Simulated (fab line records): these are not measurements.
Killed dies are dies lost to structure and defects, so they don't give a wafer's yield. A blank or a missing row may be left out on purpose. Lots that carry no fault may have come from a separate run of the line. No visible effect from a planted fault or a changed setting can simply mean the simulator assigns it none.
fab line records    flow n5_finfet
[record] lots = 5  wafers = 15  last_day = 17
route steps=1938 shown MOL_CONTACT_COAG@601 PASSIVATION@1936
lots untouched by any fault: they come from a run of this same line in which no faults occurred
start_h: start of the lot's first displayed wafer, in hours after the record's first day    wait_h: hours since the lot's step before    " identical to the entry in the row above    L1.1+2: several wafers, shown together as one row    - either no value or no given start    * or withheld: withheld    < > ~ a bound
route shown NAME@n: names a module that has steps shown in the file, with the first one's number in the route    usual: average and standard deviation across the fault-free wafers    same: alike in all rows    chamber/n: place in a boat    sites: each site's reading    _std_site: standard deviation across them    _edge_site: mean of outer sites minus mean of inner sites    radius_mm: how far each site lies from the wafer's centre    mask NAME#n: copy n    behind: tool/chamber where the wafer was last shaped    hold: why the lot went on hold/how many hours it stayed there/how the hold came to an end    device: names the non-switching transistor (n, p or np)    end of line: the same wafers' tests at the end of the route    step lacking rows: just its recipe    killed: count of dies lost to structure and defects at first sort (not the wafer's yield)    map: dies across one wafer; x = killed, . = not, _ = none there
set.NAME: the setting the step ran with; set.NAME@STEP: the setting that earlier step ran with    model.NAME: the simulator's own value behind a step, which no gauge read
a table for each step, a row for each wafer; lots at some steps of the route
services: from which hour (start_h, from the record's first day; less than 0 if before it) a tool's chamber was out of use, for how many hours, and why
[[steps]]
[step N5_MOL_CONTACT_COAG_DEVELOP_39]
[recipe] develop_time_s = 30  developer = TMAH  resist = CAR-EUV  rinse_liquid = surfactant_rinse  dry = air_spin  dev_temp_c = 23
[step N5_MOL_CONTACT_COAG_DESCUM_45]
[recipe] chemistry = O2  time_s = 7  source_power_w = 50  bias_power_w = 20  pressure_mtorr = 20  rf_frequency_hz = 2.712e+07  temp_c = 40  resist = CAR-EUV  o2_flow_sccm = 225
[step N5_MOL_CONTACT_COAG_ETCH_65]
[recipe] chemistry = N2/H2  target = underlayer  target_depth_a = 130  mask_material = CAR-EUV  time_s = 10.4  ion_energy_ev = 200  pressure_mtorr = 30  source_w = 840  bias_w = 150  n2_flow_sccm = 200  h2_flow_sccm = 200  ends = cleared
[step N5_MOL_CONTACT_COAG_ETCH_66]
[recipe] chemistry = CF4  target = SiARC  target_depth_a = 130  mask_material = CAR-EUV  time_s = 21.7  ion_energy_ev = 80  pressure_mtorr = 40  source_w = 545  bias_w = 36  Ar_flow_sccm = 100  cf4_flow_sccm = 100  ends = cleared
[step N5_MOL_CONTACT_COAG_ALD_133]
[recipe] material = SiO2  target_thk_a = 50  temp_c = 100  ald_precursor_family = BDEAS  ald_co_reactant = O2-plasma  pulse_time_s = 1  co_reactant_pulse_time_s = 1  purge_time_s = 2  co_reactant_purge_time_s = 2  ald_cycles = 35  pressure_torr = 2
[step N5_MOL_CONTACT_COAG_ETCHBACK_134]
[recipe] chemistry = CHF3  target = SiO2  target_depth_a = 100  time_s = 6.7  ion_energy_ev = 200  pressure_mtorr = 30  source_w = 610  bias_w = 170  Ar_flow_sccm = 200  CHF3_flow_sccm = 50
[step N5_MOL_CONTACT_COAG_ETCH_67]
[recipe] chemistry = N2/H2  target = SOC  target_depth_a = 600  overetch_a = 210  mask_material = SiARC  temp_c = 40  time_s = 101.2  ion_energy_ev = 200  pressure_mtorr = 30  source_w = 840  bias_w = 150  n2_flow_sccm = 200  h2_flow_sccm = 200
[step N5_MOL_CONTACT_COAG_STRIP_68]
[recipe] chemistry = N2/H2  temp_c = 40  n2_flow_sccm = 200  h2_flow_sccm = 200  rf_frequency_hz = 6e+07
[step N5_MOL_CONTACT_COAG_STRIP_69]
[recipe] chemistry = N2/H2  temp_c = 40  n2_flow_sccm = 200  h2_flow_sccm = 200  rf_frequency_hz = 6e+07
[step N5_MOL_CONTACT_COAG_ETCHBACK_136]
[recipe] chemistry = CHF3  target = SiO2  target_depth_a = 250  time_s = 16.7  ion_energy_ev = 200  pressure_mtorr = 30  source_w = 610  bias_w = 170  Ar_flow_sccm = 200  CHF3_flow_sccm = 50
[usual] CHF3_flow_sccm = 49.98/0.14  bias_w = 170.0/0.53  drypump_motor_current_A = 5.8/0.34  oes_product_au = 0.78/0.079  rf_vpp_V = 525/6.7  showerhead_plenum_p_Torr = 2.41/0.073  throttle_valve_pct = 18.74/0.27
lot.wafer  tool         chamber  start_h  wait_h  CHF3_flow_sccm  bias_w  drypump_motor_current_A  oes_product_au  rf_hours_counter_h  rf_vpp_V  showerhead_plenum_p_Torr  throttle_valve_pct  model.SiARC_of_MOL_CONTACT_COAG_COAT_63.thk_nm  model.SOC_of_MOL_CONTACT_COAG_COAT_62.thk_nm
L790.2     rie_diel-03  2        107.30   0.0     49.83           169.5   5.7                      0.93            25                  526       2.52                      18.36               0                                               57.4
L790.4     "            2        "        "       49.74           170.2   5.7                      0.92            -                   527       2.52                      18.37               0                                               57.6
L790.5     "            1        "        "       49.88           170.2   5.4                      0.77            -                   516       2.29                      18.27               0                                               57.4
L800.1     rie_diel-05  1        166.92   0.0     50.11           170.6   5.5                      0.72            181                 535       2.46                      18.80               0                                               57.6
L800.3     "            0        "        "       49.95           170.5   5.7                      0.87            34                  521       2.53                      18.41               0                                               57.4
L800.6     "            3        "        "       50.06           168.4   5.8                      0.86            -                   515       2.33                      18.61               0                                               57.4
L807.4     rie_diel-04  3        209.36   0.0     -               -       -                        -               -                   -         -                         -                   5.8                                             60
L807.5     "            2        "        "       -               -       -                        -               -                   -         -                         -                   6                                               60
L807.6     "            0        "        "       -               -       -                        -               -                   -         -                         -                   5.8                                             60.2
L808.1     rie_diel-05  3        213.20   0.0     -               -       -                        -               -                   -         -                         -                   5.8                                             59.8
L808.2     "            2        "        "       -               -       -                        -               -                   -         -                         -                   5.6                                             59.8
L808.5     "            0        "        "       -               -       -                        -               -                   -         -                         -                   5.8                                             60
L809.2     rie_diel-03  0        220.85   0.0     -               -       -                        -               -                   -         -                         -                   5.8                                             60
L809.3     "            1        "        "       -               -       -                        -               -                   -         -                         -                   5.8                                             60.2
L809.5     "            1        "        "       -               -       -                        -               -                   -         -                         -                   5.8                                             60.2
[step N5_MOL_CONTACT_COAG_STRIP_120]
[recipe] chemistry = CHF3  resist = SiARC  rf_frequency_hz = 6e+07
[step N5_MOL_CONTACT_COAG_VIA_ETCH_117]
[recipe] chemistry = C4F6/O2  target_depth_a = 400  overetch_a = 80  mask_material = SOC  target = SiO2  bias_w = 455  pressure_mtorr = 10  time_s = 26  source_w = 325  Ar_flow_sccm = 300  C4F6_flow_sccm = 10  O2_flow_sccm = 10  ion_energy_ev = 575.3  ends = end_point
[usual] drypump_motor_current_A = 5.9/0.34  oes_product_au = 0.69/0.064  rf_vpp_V = 1590/19  showerhead_plenum_p_Torr = 2.88/0.087  throttle_valve_pct = 41.00/0.25
lot.wafer  tool         chamber  start_h  wait_h  drypump_motor_current_A  oes_product_au  rf_hours_counter_h  rf_vpp_V  showerhead_plenum_p_Torr  throttle_valve_pct  model.MOL_CONTACT_COAG.feature_depth_nm  model.etch.depth_nm
L790.2     rie_diel-03  2        107.35   0.0     5.8                      0.81            25                  1596      3.01                      40.58               39.6                                     39.66
L790.4     "            2        "        "       5.8                      0.82            -                   1599      3.01                      40.59               40                                       39.95
L790.5     "            1        "        "       5.4                      0.69            -                   1564      2.73                      40.58               39.8                                     39.85
L800.1     rie_diel-05  1        166.95   0.0     5.5                      0.63            181                 1614      2.93                      40.97               39.8                                     39.81
L800.3     "            0        "        "       5.7                      0.77            34                  1581      3.02                      40.87               39.6                                     39.67
L800.6     "            3        "        "       5.8                      0.75            -                   1559      2.77                      41.15               39.2                                     39.23
L807.4     rie_diel-04  3        209.40   0.0     6.3                      0.71            -                   1583      2.82                      41.32               45                                       44.76
L807.5     "            2        "        "       6.1                      0.71            -                   1592      2.81                      41.39               44.8                                     44.66
L807.6     "            0        "        "       6.3                      0.68            -                   1606      2.91                      41.09               45.2                                     45.14
L808.1     rie_diel-05  3        213.23   0.0     5.8                      0.79            64                  1559      2.77                      41.23               44.6                                     44.37
L808.2     "            2        "        "       5.5                      0.79            64                  1619      2.87                      40.84               44.2                                     43.98
L808.5     "            0        "        "       5.6                      0.80            -                   1581      3.02                      40.92               44.2                                     43.91
L809.2     rie_diel-03  0        220.88   0.0     5.6                      0.64            246                 1610      2.91                      41.37               44                                       43.72
L809.3     "            1        "        "       5.4                      0.70            180                 1562      2.71                      40.68               44.8                                     44.5
L809.5     "            1        "        "       5.4                      0.69            -                   1563      2.71                      40.67               44.8                                     44.61
[step N5_MOL_CONTACT_COAG_ETCH_124]
[recipe] chemistry = CH3F/O2  target = SiNx  target_depth_a = 65  mask_material = SOC  stop_on = SiOC  over_etch_frac = 0.3  ion_energy_ev = 120  pressure_mtorr = 30  source_w = 395  bias_w = 73  Ar_flow_sccm = 150  CH3F_flow_sccm = 30  O2_flow_sccm = 20  ends = end_point
[step N5_MOL_CONTACT_COAG_ETCH_48]
[recipe] chemistry = C4F6/O2  target_depth_a = 150  overetch_a = 45  mask_material = SOC  target = SiOC  bias_w = 465  pressure_mtorr = 10  time_s = 17  source_w = 335  Ar_flow_sccm = 300  C4F6_flow_sccm = 10  O2_flow_sccm = 10  ion_energy_ev = 576
[usual] drypump_motor_current_A = 5.9/0.34  oes_product_au = 0.66/0.068  rf_vpp_V = 1592/19  showerhead_plenum_p_Torr = 2.88/0.087  throttle_valve_pct = 40.56/0.25
lot.wafer  tool         chamber  start_h  wait_h  drypump_motor_current_A  oes_product_au  rf_hours_counter_h  rf_vpp_V  showerhead_plenum_p_Torr  throttle_valve_pct  model.SOC_of_MOL_CONTACT_COAG_COAT_62.thk_nm
L790.2     rie_diel-03  2        107.46   0.0     5.8                      0.76            25                  1600      3.01                      40.15               45.8
L790.4     "            2        "        "       5.8                      0.80            -                   1600      3.01                      40.17               45.8
L790.5     "            1        "        "       5.4                      0.66            -                   1565      2.73                      40.13               45.8
L800.1     rie_diel-05  1        167.02   0.0     5.5                      0.58            181                 1616      2.93                      40.51               46.2
L800.3     "            0        "        "       5.6                      0.67            34                  1584      3.02                      40.38               45.6
L800.6     "            3        "        "       5.8                      0.67            -                   1563      2.78                      40.68               45.6
L807.4     rie_diel-04  3        209.48   0.0     6.2                      0.62            -                   1584      2.82                      40.81               48.4
L807.5     "            2        "        "       6.1                      0.62            -                   1594      2.81                      40.85               48.6
L807.6     "            0        "        "       6.3                      0.58            -                   1609      2.91                      40.55               48.6
L808.1     rie_diel-05  3        213.30   0.0     5.8                      0.68            64                  1561      2.77                      40.72               48.2
L808.2     "            2        "        "       5.5                      0.72            64                  1622      2.87                      40.37               48.2
L808.5     "            0        "        "       5.6                      0.71            -                   1583      3.02                      40.45               48.2
L809.2     rie_diel-03  0        220.95   0.0     5.6                      0.57            246                 1612      2.91                      40.83               48.8
L809.3     "            1        "        "       5.4                      0.64            180                 1564      2.71                      40.15               48.6
L809.5     "            1        "        "       5.4                      0.63            -                   1564      2.71                      40.15               48.6
[step N5_MOL_CONTACT_COAG_STRIP_72]
[recipe] chemistry = N2/H2  power_w = 450  temp_c = 40  pressure_mtorr = 20  rf_frequency_hz = 6e+07  overash_fraction = 3  bias_power_w = 7  h2_frac = 0.5  n2_flow_sccm = 200  h2_flow_sccm = 200
[step N5_PASSIVATION_PROBE_49]
[usual] killed_at_M0_to_M3 = 35/11  killed_at_M4_up = 14/5.4  killed_at_contacts = 12/6.2  killed_at_front_end = 38/11  killed_at_other = 4.1/2.8  killed_dies = 103/17  killed_on_rim = 13/4  killed_open = 66/13  killed_short = 34/8.2
[same] gross_dies = 1180  killed_at_back_side = 0
lot.wafer  tool       chamber  start_h  wait_h  killed_at_M0_to_M3  killed_at_M4_up  killed_at_contacts  killed_at_front_end  killed_at_other  killed_dies  killed_on_rim  killed_open  killed_short
L790.2     prober-02  -        266.56   0.1     43                  13               3                   38                   1                98           19             61           35
L790.4     prober-02  -        266.66   0.2     40                  11               12                  34                   2                99           14             70           27
L790.5     prober-02  -        266.71   0.2     40                  13               7                   38                   5                103          9              65           36
L800.1     prober-01  -        342.67   0.0     41                  16               6                   48                   1                112          19             71           40
L800.3     prober-01  -        342.77   0.1     24                  10               11                  33                   1                79           9              49           28
L800.6     prober-01  -        342.92   0.3     44                  19               9                   41                   5                118          15             68           46
L807.4     prober-02  -        386.97   0.2     51                  10               7                   43                   6                117          10             74           39
L807.5     prober-02  -        387.02   0.2     32                  11               4                   63                   9                119          19             82           34
L807.6     prober-02  -        387.07   0.3     24                  6                19                  30                   9                88           18             41           32
L809.2     prober-01  -        410.47   0.1     42                  10               14                  25                   2                93           16             47           45
L809.3     prober-01  -        410.52   0.1     43                  13               6                   36                   1                99           11             57           38
L809.5     prober-01  -        410.62   0.2     45                  5                2                   48                   0                100          21             65           33
// killed by level:class
L790.2 STI_FIN_REVEAL:geometric_particle:open=12 BEOL_M0_SAQP:geometric_particle:open=12 BEOL_M0_SAQP:geometric_particle:short=10 BEOL_M3:geometric_particle:open=10 BEOL_M4:geometric_particle:open=8 BEOL_M2:geometric_particle:open=6 FIN_SAQP:geometric_particle:short=4 STI_FIN_REVEAL:geometric_particle:short=4
L790.4 FIN_SAQP:geometric_particle:open=10 MOL_CONTACT_COAG:geometric_particle:open=10 FIN_SAQP:geometric_particle:short=7 STI_FIN_REVEAL:geometric_particle:open=7 BEOL_M0_SAQP:geometric_particle:open=7 BEOL_M0:geometric_particle:open=7 BEOL_M1:geometric_particle:open=5 BEOL_M0:geometric_particle:short=5
L790.5 BEOL_M0_SAQP:geometric_particle:short=9 STI_FIN_REVEAL:geometric_particle:open=8 BEOL_M0_SAQP:geometric_particle:open=8 BEOL_M4:geometric_particle:open=8 FIN_SAQP:geometric_particle:open=7 GATE_CUT:geometric_particle:short=6 MOL_CONTACT_COAG:geometric_particle:open=6 FIN_SAQP:geometric_particle:short=5
L800.1 BEOL_M0_SAQP:geometric_particle:short=16 STI_FIN_REVEAL:geometric_particle:open=11 FIN_SAQP:geometric_particle:short=10 BEOL_M0_SAQP:geometric_particle:open=9 BEOL_M4:geometric_particle:open=9 FIN_SAQP:geometric_particle:open=8 GATE_CUT:geometric_particle:open=6 BEOL_M1:geometric_particle:open=6
L800.3 MOL_CONTACT_COAG:geometric_particle:open=9 FIN_SAQP:geometric_particle:short=7 STI_FIN_REVEAL:geometric_particle:open=7 BEOL_M2:geometric_particle:open=7 DUMMY_GATE:geometric_particle:open=5 BEOL_M0_SAQP:geometric_particle:open=5 GATE_CUT:geometric_particle:short=4 BEOL_M0_SAQP:geometric_particle:short=4
L800.6 BEOL_M0_SAQP:geometric_particle:open=17 FIN_SAQP:geometric_particle:short=13 BEOL_M0_SAQP:geometric_particle:short=10 BEOL_M2:geometric_particle:open=8 BEOL_M4:geometric_particle:open=7 STI_FIN_REVEAL:geometric_particle:open=6 GATE_CUT:geometric_particle:short=6 FIN_SAQP:geometric_particle:open=5
L807.4 BEOL_M0_SAQP:geometric_particle:short=14 BEOL_M0_SAQP:geometric_particle:open=13 BEOL_M2:geometric_particle:open=13 FIN_SAQP:geometric_particle:open=8 FIN_SAQP:geometric_particle:short=7 GATE_CUT:geometric_particle:short=6 BEOL_M4:geometric_particle:open=6 BEOL_M0:geometric_particle:open=5
L807.5 FIN_SAQP:geometric_particle:open=27 FIN_SAQP:geometric_particle:short=8 BEOL_M0_SAQP:geometric_particle:open=7 ILD0:geometric_particle:short=7 BEOL_M0_SAQP:geometric_particle:short=7 BEOL_M2:geometric_particle:open=6 DUMMY_GATE:geometric_particle:open=5 BEOL_M4:geometric_particle:open=5
L807.6 MOL_CONTACT_COAG:area_etch=13 FIN_SAQP:geometric_particle:open=8 BEOL_M0_SAQP:geometric_particle:open=8 BEOL_M0_SAQP:geometric_particle:short=7 MOL_CONTACT_COAG:geometric_particle:open=5 BEOL_M3:geometric_particle:short=4 FIN_SAQP:geometric_particle:short=3 STI_FIN_REVEAL:geometric_particle:open=3
L809.2 BEOL_M0_SAQP:geometric_particle:short=21 MOL_CONTACT_COAG:geometric_particle:open=12 BEOL_M0_SAQP:geometric_particle:open=6 BEOL_M2:geometric_particle:short=5 BEOL_M3:geometric_particle:open=4 DUMMY_GATE:geometric_particle:open=4 STARTING-WAFER:geometric_particle:open=4 STI_FIN_REVEAL:geometric_particle:open=3
L809.3 BEOL_M0_SAQP:geometric_particle:short=14 BEOL_M0_SAQP:geometric_particle:open=9 DUMMY_GATE:geometric_particle:open=8 STI_FIN_REVEAL:geometric_particle:open=7 FIN_SAQP:geometric_particle:short=5 BEOL_M2:geometric_particle:short=5 BEOL_M3:geometric_particle:open=5 BEOL_M4:geometric_particle:open=5
L809.5 BEOL_M0_SAQP:geometric_particle:open=17 GATE_CUT:geometric_particle:short=9 FIN_SAQP:geometric_particle:open=8 BEOL_M0_SAQP:geometric_particle:short=7 BEOL_M3:geometric_particle:open=7 BEOL_M1:geometric_particle:open=5 STARTING-WAFER:geometric_particle:open=5 STI_FIN_REVEAL:geometric_particle:open=4
[[services]]
tool         chamber  start_h  hours  kind
rie_diel-03  3        95.34    22.6   repair
rie_diel-03  0        103.91   18.7   repair
rie_diel-03  -        112.50   2.8    repair
rie_diel-04  2        116.92   6.0    repair
rie_diel-04  1        198.07   -      clean
rie_diel-04  1        198.07   -      consumable_replace:focus_ring
rie_diel-04  1        198.07   16.8   scheduled_down
rie_diel-04  1        198.07   16.8   vent_cycle
rie_diel-05  0        219.57   8.4    repair
[[key]]
[first_sign] step = N5_MOL_CONTACT_COAG_ETCHBACK_136  reading = tool_record  direction = missing
effect none on later readings
[model_effect] step = N5_MOL_CONTACT_COAG_ETCHBACK_136  value = SiARC_of_MOL_CONTACT_COAG_COAT_63.thk_nm  without = 0  struck = 5.8
[model_effect] step = N5_MOL_CONTACT_COAG_VIA_ETCH_117  value = MOL_CONTACT_COAG.feature_depth_nm  without = 40  struck = 44.62
[model_effect] step = N5_MOL_CONTACT_COAG_ETCH_48  value = SOC_of_MOL_CONTACT_COAG_COAT_62.thk_nm  without = 45.73  struck = 48.47
met_at N5_MOL_CONTACT_COAG_ETCHBACK_136
struck_wafers L807.4,L807.5,L807.6,L808.1,L808.2,L808.5,L809.2,L809.3,L809.5
tester_left_out L807,L808,L809
onset_between 166.92 209.36
[fault] kind = skipped_step_whole  tool = rie_diel-03,rie_diel-04,rie_diel-05  chamber = -  onset_h = 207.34  steps = N5_MOL_CONTACT_COAG_ETCHBACK_136  scope = struck_lots_only
// tester_left_out: of these lots the tester's yield and bins aren't shown, on N5 and GAA mostly nor the transistor test; their killed dies are dies lost to structure and defects alone, not to doping, threshold or leakage, so they don't give the yield
